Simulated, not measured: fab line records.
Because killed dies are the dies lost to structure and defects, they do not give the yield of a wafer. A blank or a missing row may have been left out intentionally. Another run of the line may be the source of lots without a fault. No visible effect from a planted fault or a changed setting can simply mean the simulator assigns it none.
A lot that was struck, set against a sound lot :: flow nand_harc :: 42 out of 1159 route steps
Sound: wafers L110.2, L110.3, L110.5. The struck wafers were L115.1, L115.2, L115.5. The cause is named last.
Each step with rows lists, per side, the tool, then ch with its chambers, then its first start. Under that, the readings that differ: sound wafers :: struck wafers :: difference of the means :: sigmas: that difference in standard deviations of wafers without a fault.
alike: same words and numbers on both sides, and readings whose means sit less than 2 such deviations apart. not compared: any withheld reading, any reading some wafer has no value for, any bound like >300 that may hide the same value, and any number with overlapping values for which the record gives no deviation.
A row with sigmas, a row that says differs or no value, or rows on one side alone: a step with any of these is where the two part. Numbers that don't overlap but have no deviation are shown without sigmas and don't part them. A reading that every wafer of one side lacks parts them only if that side has two wafers or more.

NHARC_P_GATE_STRIP_101: strips in O2, time 20 s.
  sound on rie_diel-03 ch 0,1,3, day 5 22:04; struck on rie_diel-03 ch 0,1, day 6 21:33
  alike: drypump_motor_current_A, oes_product_au, rf_vpp_V, showerhead_plenum_p_Torr, throttle_valve_pct
  not compared: rf_hours_counter_h
then, 11 steps without rows for these wafers: NHARC_P_GATE_PRECLEAN_97 (cleans in SPM, time 600 s); NHARC_P_GATE_SRD_98; NHARC_P_GATE_PRECLEAN_99 (cleans in SC1); NHARC_P_GATE_SRD_100; NHARC_P_GATE_DEHYDRATE_38 (time 120 s); NHARC_P_GATE_HMDS_39 (time 30 s); NHARC_P_GATE_COAT_40; NHARC_P_GATE_SOFTBAKE_41 (time 95 s); NHARC_P_GATE_EBR_42; NHARC_P_GATE_EXPOSE_43 (exposes mask P NSD, target cd 720 nm); NHARC_P_GATE_PEB_44 (peb time 85 s).
NHARC_P_GATE_DEVELOP_45: time 70 s.
  sound on litho_track-02 ch 0, day 5 22:00; struck on litho_track-07 ch 0, day 6 22:00
then, 1 step without rows for these wafers: NHARC_P_GATE_HARDBAKE_47 (time 80 s).
NHARC_P_GATE_DESCUM_48: chemistry O2, time 3 s.
  sound on rie_diel-03 ch 0,1, day 5 23:08; struck on rie_diel-03 ch 0,1,3, day 6 22:42
  alike: drypump_motor_current_A, oes_product_au, rf_vpp_V, showerhead_plenum_p_Torr, throttle_valve_pct
  not compared: rf_hours_counter_h, model.P_GATE.cd_nm
after that, 1 step had no rows for these wafers: NHARC_P_GATE_IMPLANT_49.
NHARC_P_GATE_STRIP_111: strips in N2/H2, time 250 s.
  sound on plasma_asher-01 ch 0,1, day 5 23:34; struck on plasma_asher-01 ch 0,1, day 6 23:15
  alike: drypump_motor_current_A, heater_power_w, temp_c
  not compared: rf_hours_counter_h
then, 11 steps without rows for these wafers: NHARC_P_GATE_STRIP_75 (strips in O2); NHARC_P_GATE_STRIP_50 (strips in SPM, time 900 s); NHARC_P_GATE_DEHYDRATE_51 (time 120 s); NHARC_P_GATE_HMDS_52 (time 30 s); NHARC_P_GATE_COAT_53; NHARC_P_GATE_SOFTBAKE_54 (time 95 s); NHARC_P_GATE_EBR_55; NHARC_P_GATE_EXPOSE_56 (exposes mask P PSD, target cd 720 nm); NHARC_P_GATE_PEB_57 (peb time 85 s); NHARC_P_GATE_DEVELOP_58 (time 70 s); NHARC_P_GATE_HARDBAKE_60 (time 80 s).
NHARC_P_GATE_DESCUM_61: chemistry O2, time 3 s.
  sound on rie_diel-03 ch 0,1,2, day 6 01:01; struck on rie_diel-11 ch 1,2, day 7 00:38
  alike: drypump_motor_current_A, oes_product_au, rf_vpp_V, showerhead_plenum_p_Torr, throttle_valve_pct
  not compared: rf_hours_counter_h
after that, 1 step had no rows for these wafers: NHARC_P_GATE_IMPLANT_62.
NHARC_P_GATE_STRIP_112: strips in N2/H2, time 200 s.
  sound on plasma_asher-02 ch 0,1, day 6 01:24; struck on plasma_asher-01 ch 0,1, day 7 01:00
  alike: drypump_motor_current_A, heater_power_w, temp_c
  not compared: rf_hours_counter_h
NHARC_P_GATE_STRIP_76: strips in O2.
  sound on plasma_asher-02 ch 0,1, day 6 01:38; struck on plasma_asher-01 ch 0,1, day 7 01:16
  alike: drypump_motor_current_A, heater_power_w, temp_c
  not compared: rf_hours_counter_h
then, 8 steps without rows for these wafers: NHARC_P_GATE_STRIP_63 (strips in SPM, time 900 s); NHARC_P_GATE_DEHYDRATE_83 (time 120 s); NHARC_P_GATE_HMDS_84 (time 30 s); NHARC_P_GATE_COAT_85; NHARC_P_GATE_SOFTBAKE_86 (time 95 s); NHARC_P_GATE_EBR_87; NHARC_P_GATE_EXPOSE_88 (exposes mask P HVN, target cd 2000 nm); NHARC_P_GATE_PEB_89 (peb time 85 s).
NHARC_P_GATE_DESCUM_93: chemistry O2, time 3 s.
  sound on rie_diel-11 ch 0,1, day 6 02:34; struck on rie_diel-03 ch 0,1,2, day 7 02:22
reading: model.P_GATE.cd_nm (nm)
sound: 2000 2001 2000
struck: 121.1 118 121.5
difference: -1880.1
sigmas: 
  alike: drypump_motor_current_A, oes_product_au, rf_vpp_V, showerhead_plenum_p_Torr, throttle_valve_pct
  not compared: rf_hours_counter_h
-- the record jumps here: 14 days lie between the struck wafers' starts before and after (it left off in module P_GATE and takes up again in module END, whose first step shown is number 1159 of the route) --
NHARC_END_SORT_01:
  sound on prober-02 ch 0, day 20 17:19; struck on prober-01 ch 0, day 21 03:32
reading: killed_at_periphery
sound: 6 8 2
struck: 652 660 666
difference: +654
sigmas: +99 or more

reading: killed_dies
sound: 42 28 25
struck: 677 677 677
difference: +645
sigmas: +65
  alike: killed_at_array, killed_at_other, killed_open, killed_short

## WHERE THEY PART
Within this record, at NHARC_END_SORT_01 only.

WHY: what the simulator had put in
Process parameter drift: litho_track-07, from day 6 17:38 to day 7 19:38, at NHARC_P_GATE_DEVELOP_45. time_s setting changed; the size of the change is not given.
